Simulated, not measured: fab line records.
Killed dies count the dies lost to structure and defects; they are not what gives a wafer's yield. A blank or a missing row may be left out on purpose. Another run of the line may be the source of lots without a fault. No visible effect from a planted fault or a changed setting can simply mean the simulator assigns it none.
2 desks, one fault / flow n5-finfet / numbers are kept per desk, each desk with only its own; the story behind them comes last

## THE DEFECT DESK
Lot by lot, what the route's inspections counted, given as the mean of those sampled wafers with a number. If a lot's mean is further than 4 standard deviations from the usual mean, the lot is out of limits and carries the mark OUT (the distance appears in the brackets).
Columns: A = raw-defect-count at N5_BEOL_M12_INSPECT_30, usual 2.0
lot=L233; first seen here=day 10 17:30; A=2.7
lot=L234; first seen here=day 11 11:04; A=3.7
lot=L237; first seen here=day 12 06:12; A=2.0
lot=L238; first seen here=day 12 18:10; A=1.7
lot=L240; first seen here=day 13 02:07; A=3.7
lot=L243; first seen here=day 13 02:31; A=1.3
lot=L241; first seen here=day 13 09:52; A=1.0
lot=L242; first seen here=day 13 10:52; A=1.3
lot=L246; first seen here=day 14 08:22; A=2.0
lot=L253; first seen here=day 16 02:22; A=1.3
lot=L252; first seen here=day 16 03:12; A=1.7
This desk found nothing out of limits on any of the 11 lots.

## AT THE TOOL OWNER'S DESK: rie-diel-02
The tool's own readings at N5_BEOL_M12_ETCH_38 (etches SiCN in CF4/N2, target depth 68.7 nm, time 73.4 s): means of the sampled wafers that have a number, for each lot that ran on this tool. If a lot's mean is further than 4 standard deviations from the usual mean, the lot is out of limits and carries the mark OUT (the distance appears in the brackets).
Columns: A = bias-w at N5_BEOL_M12_ETCH_38, usual 69.99 W; B = drypump-motor-current-A at N5_BEOL_M12_ETCH_38, usual 5.6 A; C = n2-flow-sccm at N5_BEOL_M12_ETCH_38, usual 59.99 sccm; D = oes-product-au at N5_BEOL_M12_ETCH_38, usual 0.82 a.u.; E = rf-vpp-V at N5_BEOL_M12_ETCH_38, usual 382.6 V; F = showerhead-plenum-p-Torr at N5_BEOL_M12_ETCH_38, usual 2.22 Torr; G = throttle-valve-pct at N5_BEOL_M12_ETCH_38, usual 15.36 %
lot=L234; first seen here=day 11 13:58; A=70.19; B=5.3; C=60.11; D=0.85; E=383.9; F=2.30; G=15.36
lot=L238; first seen here=day 12 19:20; A=69.98; B=5.5; C=60.05; D=0.84; E=383.5; F=2.23; G=15.39
lot=L240; first seen here=day 13 04:29; A=69.98; B=5.6; C=60.10; D=0.83; E=382.2; F=2.23; G=15.40
lot=L243; first seen here=day 13 05:42; A=70.24; B=5.8; C=60.13; D=0.90; E=382.2; F=2.22; G=15.37
lot=L246; first seen here=day 14 10:08; A=70.28; B=6.7; C=59.84; D=0.96; E=380.1; F=2.14; G=15.29
This desk found nothing out of limits on any of the 5 lots.

## BROUGHT TOGETHER
No out-of-limits result turned up at the defect desk.
Nothing out of limits was seen by the tool owner's desk.

## WHAT WAS PUT IN BY THE SIMULATOR
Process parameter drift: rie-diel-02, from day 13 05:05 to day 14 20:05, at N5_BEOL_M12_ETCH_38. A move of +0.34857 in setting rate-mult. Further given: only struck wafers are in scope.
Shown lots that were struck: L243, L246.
